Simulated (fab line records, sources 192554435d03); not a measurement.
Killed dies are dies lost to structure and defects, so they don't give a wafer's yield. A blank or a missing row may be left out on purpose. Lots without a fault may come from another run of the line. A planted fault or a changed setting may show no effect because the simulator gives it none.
fab line records | flow n5_finfet
record lots=15 wafers=43 last_day=21
route steps=1938 shown BEOL_M3@1004 BEOL_M4@1021
lots that met no fault: from a run of the same line without faults
start_h: hours from the record's first day to the start of the lot's first wafer shown | wait_h: hours since the lot's step before | " the same as in the row above | L1.1+2: a row that stands for several wafers | - no value, or no start given | * or withheld: withheld | < > ~ a bound
route shown NAME@n: a module of which the file shows steps, and the number in the route of the first | usual: mean/standard deviation of fault-free wafers | same: alike in all rows | chamber/n: place in a boat | sites: the reading at each site | _std_site: their standard deviation | _edge_site: outer sites' mean less inner sites' | radius_mm: how far each site lies from the wafer's centre | mask NAME#n: copy n | behind: the tool/chamber that last shaped the wafer | hold: why the lot was held/for how many hours/how that ended | device: the transistor (n, p or np) that didn't switch | end of line: the same wafers' tests at the end of the route | a step without rows: its recipe alone | killed: dies lost to structure and defects at the first sort, not the wafer's yield | map: a wafer's dies, x killed, . not, _ none there
set.NAME: the setting as run; set.NAME@STEP: as run at that earlier step | model.NAME: the simulator's own value behind a step, which no gauge read
steps of the route over a sample of lots; a table a step, a row a wafer
services: from which hour (start_h, from the record's first day; less than 0 if before it) a tool's chamber was out of use, for how many hours, and why
## steps
# step N5_BEOL_M3_SPUTTER_90
# recipe material=Cu target_thk_a=45 temp_c=-20 chamber_pressure_pa=0.07 power_w=withheld time_s=8.29
# usual throttle_valve_pct=30.2/1.2
# columns lot.wafer tool chamber start_h wait_h throttle_valve_pct
L899.2 pvd_sputter-01 - 211.18 0.1 31.9
L899.5 " - " " 28.9
L899.6 " - " " 31.9
L898.1 pvd_sputter-02 - 225.50 0.1 30.5
L898.4 " - " " 28.8
L898.5 " - " " 30.5
L901.1 pvd_sputter-03 - 229.65 0.1 32.2
L901.4 " - " " 28.2
L901.6 " - " " 29.7
L904.1 pvd_sputter-02 - 233.53 0.1 30.3
L904.2 " - " " 30.8
L904.6 " - " " 30.5
L903.4 pvd_sputter-01 - 243.98 0.1 28.7
L903.5 " - " " 28.9
L906.1 pvd_sputter-03 - 245.68 0.1 28.5
L906.2 " - " " 30.1
L906.5 " - " " 32.0
L905.1 pvd_sputter-01 - 245.82 0.1 28.7
L905.3 " - " " 31.6
L905.6 " - " " 31.7
L908.2 pvd_sputter-01 - 257.24 0.1 29.8
L908.3 " - " " 28.9
L908.6 " - " " 32.3
L907.1 pvd_sputter-03 - 264.60 0.1 28.4
L907.3 " - " " 28.6
L907.5 " - " " 28.3
L915.3 pvd_sputter-02 - 310.77 0.1 30.8
L915.5 " - " " 29.0
L915.6 " - " " 30.8
L916.3 pvd_sputter-02 - 312.91 0.1 29.0
L916.6 " - " " 30.7
L917.1 pvd_sputter-03 - 325.24 0.1 29.9
L917.3 " - " " 28.0
L917.4 " - " " 28.7
L918.1 pvd_sputter-03 - 329.19 0.1 29.0
L918.3 " - " " 31.7
L918.6 " - " " 29.7
L919.1 pvd_sputter-01 - 345.92 0.1 28.9
L919.5 " - " " 32.0
L919.6 " - " " 31.5
L920.2 pvd_sputter-02 - 349.57 0.1 30.7
L920.3 " - " " 28.9
L920.6 " - " " 30.2
# step N5_BEOL_M4_ILD_DEP_00
# recipe material=SiOC target_thk_a=790 temp_c=350 precursor=DEMS/O2 pressure_torr=5 rf_w=500 time_s=15.3
# usual heater_power_w=461/79 showerhead_plenum_p_Torr=5.697/0.015 throttle_valve_pct=12.1/0.48
# columns lot.wafer tool chamber start_h wait_h heater_power_w showerhead_plenum_p_Torr throttle_valve_pct
L899.2 pecvd-03 2 212.95 0.0 570 5.714 11.7
L899.5 " 2 " " 567 5.720 11.3
L899.6 " 0 " " 334 5.681 12.3
L898.1 pecvd-03 2 227.27 0.0 550 5.715 11.5
L898.4 " 1 " " 398 5.671 12.6
L898.5 " 0 " " 356 5.696 12.1
L901.1 pecvd-02 2 231.48 0.0 479 5.706 11.6
L901.4 " 1 " " 473 5.680 12.7
L901.6 " 0 " " 527 5.696 12.3
L904.1 pecvd-01 0 235.30 0.0 397 5.693 12.9
L904.2 " 1 " " 519 5.728 11.5
L904.6 " 2 " " 399 5.710 11.3
L903.4 pecvd-02 0 245.89 0.1 457 5.698 12.3
L903.5 " 1 " " 579 5.676 12.5
L905.1 pecvd-03 0 247.59 0.0 368 5.685 12.1
L905.3 " 2 " " 499 5.717 11.2
L905.6 " 1 " " 348 5.680 12.6
L906.1 pecvd-01 2 247.68 0.0 326 5.707 11.0
L906.2 " 1 " " 528 5.726 11.6
L906.5 " 2 " " 322 5.724 11.3
L908.2 pecvd-02 1 259.43 0.0 531 5.676 12.3
L908.3 " 2 " " 501 5.704 11.9
L908.6 " 0 " " 531 5.679 12.3
L907.1 pecvd-03 0 266.37 0.0 304 5.686 12.3
L907.3 " 2 " " 564 5.720 11.5
L907.5 " 2 " " 568 5.733 11.2
L915.3 pecvd-02 2 312.64 0.0 474 5.697 12.0
L915.5 " 1 " " 546 5.681 12.4
L915.6 " 0 " " 520 5.704 12.1
L916.3 pecvd-02 0 314.68 0.0 537 5.695 12.2
L916.6 " 1 " " 503 5.690 12.6
L917.1 pecvd-02 2 327.02 0.0 497 5.697 12.1
L917.3 " 1 " " 562 5.681 12.3
L917.4 " 0 " " 511 5.697 12.0
L918.1 pecvd-02 0 331.04 0.0 479 5.707 12.0
L918.3 " 1 " " 466 5.695 12.0
L918.6 " 2 " " 421 5.717 12.0
L919.1 pecvd-03 2 347.75 0.0 530 5.725 11.4
L919.5 " 0 " " 297 5.685 12.2
L919.6 " 1 " " 381 5.682 12.9
L920.2 pecvd-01 2 351.56 0.0 342 5.700 11.3
L920.3 " 1 " " 498 5.711 11.4
L920.6 " 1 " " 491 5.712 11.4
# step N5_BEOL_M4_DESCUM_16
# recipe chemistry=O2 time_s=7 source_power_w=50 bias_power_w=20 pressure_mtorr=20 rf_frequency_hz=2.712e+07 temp_c=40 resist=CAR-EUV o2_flow_sccm=225
# usual drypump_motor_current_A=5.9/0.41 o2_flow_sccm=224.9/0.66 oes_product_au=0.79/0.081 rf_vpp_V=243.7/1.2 showerhead_plenum_p_Torr=2.13/0.067 throttle_valve_pct=20.34/0.18
# columns lot.wafer tool chamber start_h wait_h drypump_motor_current_A o2_flow_sccm oes_product_au rf_hours_counter_h rf_vpp_V showerhead_plenum_p_Torr throttle_valve_pct
L899.2 rie_diel-01 3 217.40 0.3 6.4 224.9 0.74 183 242.8 2.09 20.21
L899.5 " 2 " " 5.5 225.5 0.73 - 243.6 2.07 20.16
L899.6 " 1 " " 5.9 224.7 0.68 - 243.4 2.08 20.92
L898.1 rie_diel-05 1 228.58 0.1 6.2 225.3 0.90 35 244.8 2.22 20.58
L898.4 " 0 " " 5.7 223.5 0.79 79 244.0 2.21 20.13
L898.5 " 1 " " 6.2 225.3 0.90 - 244.8 2.22 20.57
L901.1 rie_diel-01 3 232.97 0.2 6.4 225.0 0.73 192 243.3 2.09 20.25
L901.4 " 3 " " 6.4 224.1 0.73 - 243.7 2.09 20.25
L901.6 " 0 " " 6.2 225.8 0.80 - 244.7 2.19 20.32
L904.1 rie_diel-05 0 237.02 0.0 5.7 225.4 0.78 82 244.5 2.21 20.11
L904.2 " 3 " " 6.7 224.5 0.85 45 245.2 2.25 20.43
L904.6 " 0 " " 5.7 224.6 0.79 - 246.5 2.21 20.15
L903.4 rie_diel-04 0 246.82 0.0 5.1 225.0 0.96 - 241.5 2.05 20.30
L903.5 " 2 " " 5.7 225.0 0.76 - 243.1 2.07 20.20
L905.1 rie_diel-04 3 251.15 0.0 5.6 225.4 0.67 275 242.4 2.14 20.55
L905.3 " 2 " " 5.7 224.6 0.76 132 242.5 2.07 20.18
L905.6 " 0 " " 5.1 224.1 0.94 - 242.4 2.05 20.31
L906.1 rie_diel-01 3 251.25 0.0 6.4 224.4 0.73 199 243.6 2.08 20.24
L906.2 " 1 " " 5.9 224.4 0.97 3 242.4 2.08 20.56
L906.5 " 1 " " 5.9 224.6 0.97 - 242.9 2.08 20.58
L908.2 rie_diel-05 1 260.45 0.0 6.2 223.6 0.88 47 245.3 2.22 20.58
L908.3 " 3 " " 6.7 224.8 0.84 54 245.5 2.24 20.46
L908.6 " 3 " " 6.7 224.6 0.84 - 244.6 2.24 20.45
L907.1 rie_diel-04 3 267.21 0.0 5.7 224.9 0.66 282 243.4 2.13 20.57
L907.3 " 2 " " 5.7 226.1 0.76 140 241.7 2.07 20.20
L907.5 " 2 " " 5.7 224.7 0.75 - 242.0 2.07 20.19
L915.3 rie_diel-01 0 314.23 0.9 6.2 224.4 0.76 133 244.8 2.18 20.37
L915.5 " 2 " " 5.6 227.1 0.70 - 241.8 2.05 20.22
L915.6 " 1 " " 5.9 224.4 0.90 - 243.4 2.07 20.62
L916.3 rie_diel-01 1 316.77 0.1 6.0 224.9 0.90 23 242.3 2.07 20.60
L916.6 " 0 " " 6.2 225.3 0.77 - 244.4 2.18 20.35
L917.1 rie_diel-01 0 328.69 0.3 6.2 225.0 0.76 137 244.2 2.18 20.36
L917.3 " 2 " " 5.5 224.5 0.69 240 243.5 2.05 20.21
L917.4 " 1 " " 5.9 225.0 0.91 27 243.1 2.07 20.60
L918.1 rie_diel-01 2 333.33 0.0 5.5 224.4 0.68 242 242.4 2.05 20.21
L918.3 " 0 " " 6.2 224.3 0.77 138 245.2 2.18 20.38
L918.6 " 3 " " 6.4 225.9 0.70 - 242.7 2.07 20.31
L919.1 rie_diel-01 1 348.58 0.1 6.0 226.4 0.88 35 242.1 2.07 20.61
L919.5 " 0 " " 6.2 224.7 0.76 - 244.7 2.18 20.38
L919.6 " 3 " " 6.4 224.6 0.69 - 242.0 2.07 20.32
L920.2 rie_diel-05 3 354.37 0.0 6.8 225.0 0.79 92 244.3 2.23 20.50
L920.3 " 1 " " 6.2 225.1 0.83 86 245.4 2.21 20.64
L920.6 " 0 " " 5.7 225.3 0.74 - 245.4 2.19 20.19
# step N5_BEOL_M4_ETCH_63
# recipe chemistry=CF4 target=SiARC target_depth_a=156 mask_material=CAR-EUV time_s=26 ion_energy_ev=80 pressure_mtorr=40 source_w=545 bias_w=36 Ar_flow_sccm=100 cf4_flow_sccm=100 ends=cleared
# usual bias_w=36.01/0.094 cf4_flow_sccm=99.99/0.29 drypump_motor_current_A=5.9/0.41 etch_rf_on_time_s=26.0/0.73 oes_product_au=0.67/0.069 rf_vpp_V=184.4/1.1 showerhead_plenum_p_Torr=2.17/0.062 throttle_valve_pct=15.53/0.13
# columns lot.wafer tool chamber start_h wait_h bias_w cf4_flow_sccm drypump_motor_current_A etch_rf_on_time_s oes_product_au rf_hours_counter_h rf_vpp_V showerhead_plenum_p_Torr throttle_valve_pct
L899.2 rie_diel-01 3 217.46 0.0 36.16 99.79 6.4 26.9 0.61 183 184.6 2.12 15.42
L899.5 " 2 " " 35.99 99.93 5.5 25.5 0.63 - 185.8 2.13 15.54
L899.6 " 1 " " 35.95 99.84 5.9 26.3 0.57 - 182.3 2.11 15.96
L898.1 rie_diel-05 1 228.64 0.0 36.03 99.78 6.2 25.7 0.76 35 186.1 2.27 15.62
L898.4 " 0 " " 36.02 99.92 5.7 25.5 0.69 79 187.2 2.24 15.28
L898.5 " 1 " " 35.99 100.15 6.2 25.7 0.76 - 185.6 2.27 15.63
L901.1 rie_diel-01 3 233.02 0.0 35.91 100.18 6.4 27.0 0.61 192 183.3 2.12 15.44
L901.4 " 3 " " 35.78 99.96 6.4 26.9 0.60 - 182.5 2.12 15.45
L901.6 " 0 " " 35.88 99.89 6.2 26.3 0.68 - 185.2 2.25 15.54
L904.1 rie_diel-05 0 237.07 0.0 35.97 99.70 5.7 25.1 0.69 82 184.8 2.24 15.29
L904.2 " 3 " " 36.16 100.28 6.7 25.2 0.74 45 185.1 2.25 15.34
L904.6 " 0 " " 35.89 99.80 5.7 25.0 0.69 - 185.8 2.24 15.28
L903.4 rie_diel-04 0 246.86 0.0 35.92 99.88 5.1 25.2 0.83 - 183.4 2.10 15.44
L903.5 " 2 " " 36.05 99.94 5.7 25.8 0.65 - 185.8 2.16 15.57
L905.1 rie_diel-04 3 251.21 0.0 36.09 100.15 5.7 24.8 0.59 275 185.1 2.18 15.78
L905.3 " 2 " " 36.05 100.40 5.7 26.0 0.65 132 184.2 2.16 15.58
L905.6 " 0 " " 36.14 100.31 5.1 25.3 0.81 - 184.3 2.09 15.43
L906.1 rie_diel-01 3 251.31 0.0 - - - - - - - - -
L906.2 " 1 " " - - - - - - - - -
L906.5 " 1 " " - - - - - - - - -
L908.2 rie_diel-05 1 260.50 0.0 - - - - - - - - -
L908.3 " 3 " " - - - - - - - - -
L908.6 " 3 " " - - - - - - - - -
L907.1 rie_diel-04 3 267.26 0.0 - - - - - - - - -
L907.3 " 2 " " - - - - - - - - -
L907.5 " 2 " " - - - - - - - - -
L915.3 rie_diel-01 0 314.28 0.0 36.16 100.30 6.2 25.9 0.66 133 186.4 2.24 15.60
L915.5 " 2 " " 35.89 100.04 5.6 25.7 0.60 - 182.7 2.11 15.62
L915.6 " 1 " " 35.97 100.06 6.0 26.1 0.75 - 184.5 2.11 15.50
L916.3 rie_diel-01 1 316.82 0.0 35.93 99.40 5.9 26.3 0.76 23 182.9 2.11 15.53
L916.6 " 0 " " 36.03 100.20 6.2 26.4 0.65 - 184.6 2.24 15.59
L917.1 rie_diel-01 0 328.74 0.0 36.16 99.75 6.2 26.1 0.65 137 185.5 2.24 15.60
L917.3 " 2 " " 36.12 99.64 5.6 26.1 0.59 240 182.8 2.11 15.65
L917.4 " 1 " " 36.13 99.94 5.9 25.8 0.76 27 183.8 2.10 15.53
L918.1 rie_diel-01 2 333.38 0.0 36.04 100.37 5.5 26.0 0.60 242 184.8 2.11 15.61
L918.3 " 0 " " 35.96 99.92 6.2 26.5 0.64 138 185.0 2.24 15.61
L918.6 " 3 " " 36.16 99.64 6.4 27.7 0.58 - 183.5 2.10 15.51
L919.1 rie_diel-01 1 348.64 0.0 35.88 100.13 5.9 25.9 0.75 35 182.6 2.10 15.54
L919.5 " 0 " " 35.99 99.97 6.2 26.3 0.64 - 184.6 2.23 15.64
L919.6 " 3 " " 36.05 100.12 6.4 27.7 0.57 - 184.5 2.10 15.54
L920.2 rie_diel-05 3 354.42 0.0 36.03 100.08 6.7 25.6 0.68 92 184.7 2.24 15.41
L920.3 " 1 " " 36.19 100.36 6.1 26.0 0.69 86 185.1 2.25 15.71
L920.6 " 0 " " 36.04 99.90 5.7 25.4 0.65 - 185.0 2.23 15.38
# step N5_BEOL_M4_ETCH_64
# recipe chemistry=N2/H2 target=SOC target_depth_a=750 overetch_a=225 mask_material=SiARC temp_c=40 time_s=121.9 ion_energy_ev=200 pressure_mtorr=30 source_w=840 bias_w=150 n2_flow_sccm=200 h2_flow_sccm=200
# usual bias_w=150.0/0.47 chamber_pressure_mTorr=30.002/0.027 drypump_motor_current_A=5.9/0.41 oes_product_au=0.60/0.058 rf_vpp_V=525.0/2.2 showerhead_plenum_p_Torr=2.59/0.08 throttle_valve_pct=17.77/0.22
# columns lot.wafer tool chamber start_h wait_h bias_w chamber_pressure_mTorr drypump_motor_current_A oes_product_au rf_hours_counter_h rf_vpp_V showerhead_plenum_p_Torr throttle_valve_pct
L899.2 rie_diel-01 3 217.48 0.0 149.4 30.048 6.4 0.56 183 522.1 2.53 17.62
L899.5 " 2 " " 150.5 29.998 5.6 0.55 - 523.5 2.54 17.73
L899.6 " 1 " " 149.9 30.011 5.9 0.51 - 522.1 2.49 18.12
L898.1 rie_diel-05 1 228.66 0.0 150.4 30.044 6.2 0.67 35 526.0 2.72 18.06
L898.4 " 0 " " 149.6 29.978 5.7 0.60 79 529.4 2.66 17.32
L898.5 " 1 " " 149.6 29.997 6.2 0.67 - 527.4 2.72 18.06
L901.1 rie_diel-01 3 233.05 0.0 150.4 29.946 6.4 0.55 192 524.6 2.52 17.60
L901.4 " 3 " " 150.4 30.026 6.4 0.55 - 524.0 2.52 17.61
L901.6 " 0 " " 149.9 29.999 6.2 0.62 - 528.5 2.71 18.01
L904.1 rie_diel-05 0 237.10 0.0 149.9 29.995 5.7 0.61 82 528.1 2.66 17.30
L904.2 " 3 " " 150.4 29.963 6.7 0.64 45 528.3 2.68 17.46
L904.6 " 0 " " 150.2 29.981 5.7 0.60 - 528.0 2.66 17.33
L903.4 rie_diel-04 0 246.93 0.1 149.3 30.011 5.2 0.73 - 523.8 2.51 17.72
L903.5 " 2 " " 150.1 30.005 5.7 0.58 - 524.7 2.53 17.64
L905.1 rie_diel-04 3 251.23 0.0 149.8 30.023 5.7 0.51 275 525.6 2.60 17.99
L905.3 " 2 " " 150.3 29.943 5.7 0.57 132 523.6 2.53 17.66
L905.6 " 0 " " 150.0 29.982 5.1 0.72 - 523.6 2.51 17.73
L906.1 rie_diel-01 3 251.33 0.0 150.4 30.012 6.4 0.27 199 522.6 2.52 17.59
L906.2 " 1 " " 149.2 29.996 6.0 0.35 3 522.2 2.49 17.70
L906.5 " 1 " " 149.2 29.980 6.0 0.36 - 523.2 2.49 17.68
L908.2 rie_diel-05 1 260.53 0.0 149.4 29.974 6.2 0.32 47 527.7 2.71 18.05
L908.3 " 3 " " 149.6 29.996 6.8 0.32 54 526.6 2.67 17.44
L908.6 " 3 " " 150.1 30.008 6.7 0.31 - 528.3 2.67 17.43
L907.1 rie_diel-04 3 267.29 0.0 149.9 30.009 5.7 0.25 282 525.9 2.60 17.95
L907.3 " 2 " " 150.3 29.946 5.7 0.29 140 525.2 2.53 17.63
L907.5 " 2 " " 150.4 29.969 5.7 0.29 - 523.9 2.53 17.65
L915.3 rie_diel-01 0 314.31 0.0 150.3 30.023 6.2 0.59 133 527.0 2.69 18.08
L915.5 " 2 " " 149.1 29.973 5.5 0.53 - 522.9 2.52 17.80
L915.6 " 1 " " 150.3 30.029 6.0 0.68 - 523.2 2.48 17.77
L916.3 rie_diel-01 1 316.85 0.0 150.3 30.031 6.0 0.68 23 523.8 2.48 17.78
L916.6 " 0 " " 150.9 30.025 6.2 0.58 - 527.7 2.69 18.05
L917.1 rie_diel-01 0 328.77 0.0 150.7 30.019 6.2 0.58 137 527.8 2.69 18.08
L917.3 " 2 " " 149.8 29.983 5.5 0.53 240 524.9 2.52 17.80
L917.4 " 1 " " 150.3 29.952 6.0 0.67 27 522.7 2.48 17.77
L918.1 rie_diel-01 2 333.41 0.0 150.0 30.044 5.5 0.53 242 523.7 2.52 17.80
L918.3 " 0 " " 149.7 30.044 6.2 0.58 138 526.7 2.69 18.10
L918.6 " 3 " " 150.2 30.030 6.4 0.53 - 523.5 2.51 17.68
L919.1 rie_diel-01 1 348.66 0.0 149.6 30.030 5.9 0.65 35 522.7 2.47 17.78
L919.5 " 0 " " 150.5 29.933 6.2 0.58 - 526.2 2.69 18.10
L919.6 " 3 " " 148.9 30.021 6.5 0.53 - 522.3 2.50 17.69
L920.2 rie_diel-05 3 354.45 0.0 151.0 30.011 6.7 0.60 92 526.4 2.66 17.52
L920.3 " 1 " " 149.8 30.057 6.2 0.62 86 527.4 2.69 18.16
L920.6 " 0 " " 150.1 30.017 5.7 0.57 - 527.2 2.64 17.39
# step N5_BEOL_M4_HM_OPEN_17
# recipe chemistry=Cl2/BCl3 target_depth_a=200 overetch_a=60 target=TiN mask_material=SOC ion_energy_ev=150 pressure_mtorr=10 icp_w=1000 bias_w=126 Cl2_flow_sccm=53.25 bcl3_flow_sccm=21.75 Ar_flow_sccm=25
# usual drypump_motor_current_A=6.0/0.44 oes_product_au=0.65/0.067 throttle_valve_pct=21.9/0.34
# columns lot.wafer tool chamber start_h wait_h drypump_motor_current_A oes_product_au rf_hours_counter_h throttle_valve_pct
L899.2 rie_metal-01 1 217.66 0.0 6.3 0.61 79 22.0
L899.5 " 0 " " 6.4 0.69 - 21.4
L899.6 " 1 " " 6.3 0.61 - 22.0
L898.1 rie_metal-02 0 229.00 0.2 5.4 0.66 44 22.1
L898.4 " 1 " " 5.4 0.57 - 22.5
L898.5 " 1 " " 5.4 0.58 - 22.5
L901.1 rie_metal-01 0 233.24 0.1 6.4 0.69 33 21.4
L901.4 " 0 " " 6.4 0.69 - 21.4
L901.6 " 0 " " 6.4 0.68 - 21.5
L904.1 rie_metal-01 0 237.28 0.0 6.4 0.67 34 21.5
L904.2 " 1 " " 6.3 0.59 83 22.0
L904.6 " 0 " " 6.4 0.68 - 21.5
L903.4 rie_metal-01 0 247.08 0.1 6.4 0.67 - 21.5
L903.5 " 0 " " 6.4 0.68 - 21.4
L905.1 rie_metal-01 1 251.49 0.1 6.3 0.60 85 22.0
L905.3 " 0 " " 6.4 0.69 - 21.4
L905.6 " 0 " " 6.4 0.67 - 21.4
L906.1 rie_metal-02 0 251.58 0.1 5.4 0.28 46 22.8
L906.2 " 1 " " 5.5 0.25 98 23.1
L906.5 " 1 " " 5.4 0.25 - 23.1
L908.2 rie_metal-02 1 260.71 0.0 5.4 0.25 99 23.1
L908.3 " 0 " " 5.4 0.29 - 22.7
L908.6 " 1 " " 5.5 0.25 - 23.2
L907.1 rie_metal-02 1 267.46 0.0 5.4 0.26 99 23.1
L907.3 " 1 " " 5.4 0.25 - 23.1
L907.5 " 0 " " 5.4 0.29 - 22.7
L915.3 rie_metal-01 0 315.94 1.5 6.4 0.66 - 21.5
L915.5 " 1 " " 6.3 0.59 - 22.0
L915.6 " 0 " " 6.4 0.65 - 21.5
L916.3 rie_metal-01 1 317.05 0.1 6.3 0.59 - 22.0
L916.6 " 0 " " 6.4 0.65 - 21.5
L917.1 rie_metal-01 0 328.94 0.0 6.4 0.66 44 21.5
L917.3 " 0 " " 6.4 0.65 - 21.5
L917.4 " 1 " " 6.3 0.59 - 22.0
L918.1 rie_metal-01 0 333.58 0.0 6.4 0.65 45 21.5
L918.3 " 1 " " 6.3 0.59 - 22.0
L918.6 " 1 " " 6.3 0.58 - 22.1
L919.1 rie_metal-01 1 348.84 0.0 6.3 0.59 96 22.0
L919.5 " 0 " " 6.4 0.64 - 21.5
L919.6 " 1 " " 6.3 0.59 - 22.0
L920.2 rie_metal-03 0 354.62 0.0 5.7 0.66 45 22.1
L920.3 " 1 " " 6.5 0.79 - 21.7
L920.6 " 1 " " 6.5 0.78 - 21.7
# step N5_BEOL_M4_CD_MEAS_18
# recipe pitch_nm=36 target_cd_nm=18
# usual cd_nm=17.9/0.54
# columns lot.wafer tool chamber start_h wait_h cd_nm
L899.2 cd_sem-02 - 217.94 0.1 17.9
L899.5 " - " " 18.2
L899.6 " - " " 18.7
L898.1 cd_sem-02 - 229.20 0.1 18.3
L898.4 " - " " 18.6
L898.5 " - " " 18.0
L901.1 cd_sem-02 - 233.47 0.1 17.6
L901.4 " - " " 17.5
L901.6 " - " " 17.1
L904.1 cd_sem-03 - 237.47 0.0 18.7
L904.2 " - " " 18.8
L904.6 " - " " 18.2
L903.4 cd_sem-03 - 247.24 0.0 17.8
L903.5 " - " " 16.9
L905.1 cd_sem-02 - 251.67 0.0 18.6
L905.3 " - " " 17.1
L905.6 " - " " 18.3
L906.1 cd_sem-03 - 251.76 0.0 -
L906.2 " - " " -
L906.5 " - " " -
L908.2 cd_sem-02 - 260.89 0.1 -
L908.3 " - " " -
L908.6 " - " " -
L907.1 cd_sem-03 - 267.99 0.0 -
L907.3 " - " " -
L907.5 " - " " -
L915.3 cd_sem-03 - 316.09 0.1 18.0
L915.5 " - " " 18.5
L915.6 " - " " 17.6
L916.3 cd_sem-02 - 317.20 0.1 17.8
L916.6 " - " " 17.7
L917.1 cd_sem-02 - 329.12 0.0 17.7
L917.3 " - " " 17.9
L917.4 " - " " 17.4
L918.1 cd_sem-01 - 333.82 0.0 18.6
L918.3 " - " " 17.5
L918.6 " - " " 17.3
L919.1 cd_sem-01 - 349.02 0.0 17.5
L919.5 " - " " 17.7
L919.6 " - " " 17.2
L920.2 cd_sem-02 - 354.82 0.1 18.8
L920.3 " - " " 18.5
L920.6 " - " " 18.5
# step N5_BEOL_M4_RC_MEAS_101
# usual DIBL_N=37.7/2 DIBL_P=37.7/2.3 IOFF_N=0.18/0.039 IOFF_P=0.23/0.042 ION_N=681/12 ION_P=463/8 SS_N=71.9/0.68 SS_P=73.6/0.71 VT_N=248/3.2 VT_P=-249/3.1
# columns lot.wafer tool chamber start_h wait_h DIBL_N[mV/V] DIBL_P[mV/V] IOFF_N[nA/um] IOFF_P[nA/um] ION_N[uA/um] ION_P[uA/um] SS_N[mV/dec] SS_P[mV/dec] VT_N[mV] VT_P[mV]
L899.2 prober-02 0 265.07 0.2 42.7 41.4 0.26 0.31 704 480 73.3 74.6 244 -245
L899.5 " 0 " " 36.7 34.8 0.13 0.18 672 465 71.3 72.9 254 -254
L899.6 " 0 " " 42.0 40.6 0.25 0.30 707 482 72.9 74.4 245 -247
L898.1 prober-01 0 273.92 0.0 36.0 33.5 0.15 0.17 683 459 71.5 73.2 248 -252
L898.4 " 0 " " 41.0 39.8 0.31 0.28 702 465 72.3 74.6 239 -246
L898.5 " 0 " " 37.1 35.3 0.17 0.20 672 459 71.9 73.7 247 -250
L901.1 prober-01 0 278.27 0.0 36.2 35.5 0.13 0.16 658 441 72.6 73.6 254 -256
L901.4 " 0 " " 37.5 38.0 0.16 0.20 679 457 72.2 72.6 251 -254
L901.6 " 0 " " 41.2 40.8 0.24 0.24 677 452 72.4 74.0 245 -250
L904.1 prober-01 0 298.57 0.0 40.2 40.8 0.22 0.27 673 456 72.8 74.5 246 -248
L904.2 " 0 " " 39.1 39.3 0.21 0.24 687 465 72.5 73.8 247 -248
L904.6 " 0 " " 38.9 38.2 0.19 0.22 662 449 71.9 73.5 251 -251
L903.4 prober-01 0 305.76 0.5 36.3 37.5 0.16 0.21 684 469 72.1 73.8 252 -249
L903.5 " 0 " " 39.2 41.1 0.23 0.26 700 471 72.5 75.4 245 -248
L905.1 prober-02 0 306.99 0.0 38.7 39.1 0.19 0.25 679 459 72.9 74.1 248 -251
L905.3 " 0 " " 36.7 36.1 0.15 0.18 680 458 72.5 73.9 250 -256
L905.6 " 0 " " 37.4 39.1 0.18 0.25 695 471 72.8 74.3 251 -250
L915.3 prober-01 0 360.36 0.3 38.0 36.7 0.18 0.22 665 457 71.2 73.7 248 -250
L915.5 " 0 " " 37.0 35.4 0.16 0.20 677 462 71.2 73.1 248 -249
L915.6 " 0 " " 39.6 38.5 0.20 0.24 681 463 72.0 74.4 246 -251
L916.3 prober-01 0 378.16 0.3 38.2 38.9 0.19 0.24 685 466 71.8 73.5 246 -248
L916.6 " 0 " " 33.5 32.8 0.11 0.16 674 461 70.6 72.8 254 -255
L917.1 prober-01 0 385.68 0.0 38.0 40.6 0.18 0.23 686 471 72.0 73.7 247 -252
L917.3 " 0 " " 33.6 34.2 0.11 0.14 645 444 71.2 71.8 256 -253
L917.4 " 0 " " 35.8 36.5 0.15 0.17 675 454 71.7 73.3 251 -256
L918.1 prober-02 0 385.87 0.0 38.5 36.9 0.20 0.21 681 464 72.8 73.6 247 -249
L918.3 " 0 " " 35.3 35.0 0.15 0.19 682 464 71.3 73.6 248 -249
L918.6 " 0 " " 36.5 36.6 0.15 0.20 671 457 71.7 73.2 251 -249
L919.1 prober-02 0 389.10 0.0 39.4 38.3 0.22 0.26 685 469 73.2 73.9 245 -247
L919.5 " 0 " " 36.0 34.0 0.17 0.19 680 459 71.6 72.8 249 -251
L919.6 " 0 " " 38.5 39.8 0.22 0.30 688 471 71.4 73.6 244 -246
L920.2 prober-02 0 402.43 0.2 36.5 36.5 0.16 0.26 662 460 71.5 73.6 250 -245
L920.3 " 0 " " 33.3 31.9 0.12 0.17 680 463 70.8 73.0 248 -251
L920.6 " 0 " " 36.9 37.3 0.19 0.26 686 475 72.2 74.0 248 -246
## services
# columns tool chamber start_h hours kind
pvd_sputter-03 - 189.21 0.6 repair
rie_diel-04 1 200.64 69.6 repair
rie_diel-04 3 203.83 8.1 repair
pecvd-01 - 212.39 6.0 pm
rie_diel-01 - 214.57 2.8 pm
rie_metal-03 - 217.63 28.1 pm
rie_diel-01 1 219.36 - clean
rie_diel-01 1 219.36 - consumable_replace:focus_ring
rie_diel-05 0 250.34 11.5 repair
pvd_sputter-02 - 256.23 2.3 repair
pecvd-01 - 256.72 1.2 repair
pecvd-01 - 264.29 1.3 repair
rie_diel-05 0 265.71 1.2 repair
rie_diel-01 1 271.01 14.9 repair
pecvd-02 0 278.63 3.9 repair
rie_diel-04 - 287.48 28.1 pm
pecvd-02 - 288.53 2.8 pm
rie_diel-01 1 310.36 2.1 repair
rie_metal-03 - 319.65 10.0 pm
pecvd-02 - 324.36 0.8 repair
rie_metal-03 0 331.83 12.2 repair
pecvd-01 - 334.31 2.8 pm
rie_metal-02 1 336.31 18.0 repair
rie_diel-04 2 339.41 7.8 repair
## key
first_sign step=N5_BEOL_M4_ETCH_63 reading=tool_record direction=missing
effect step=N5_BEOL_M4_ETCH_64 reading=oes_product_au direction=down sigmas=5 usual=0.60 struck=0.31
effect step=N5_BEOL_M4_HM_OPEN_17 reading=oes_product_au direction=down sigmas=5.8 usual=0.65 struck=0.26
effect step=N5_BEOL_M4_CD_MEAS_18 reading=cd_nm direction=missing
met_at N5_BEOL_M4_ETCH_63
struck_lots L906,L907,L908
later_rows_left_out L906.1,L906.2,L906.5,L907.1,L907.3,L907.5,L908.2,L908.3,L908.6
sort_left_out L906.1,L906.2,L906.5,L907.1,L907.3,L907.5,L908.2,L908.3,L908.6
not_acting_at N5_BEOL_M3_SPUTTER_90,N5_BEOL_M4_ILD_DEP_00,N5_BEOL_M4_DESCUM_16
onset_between 251.21 251.31
fault kind=skipped_step_whole tool=rie_diel-01,rie_diel-04,rie_diel-05 chamber=- onset_h=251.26 steps=N5_BEOL_M4_ETCH_63 scope=struck_lots_only
# sort_left_out: the simulated sort isn't trusted on such a fault, so these wafers' sort isn't shown, and their yield isn't known
# later_rows_left_out: the simulator's readings of these wafers behind a module that went badly wrong aren't trusted and aren't shown, but for the sort
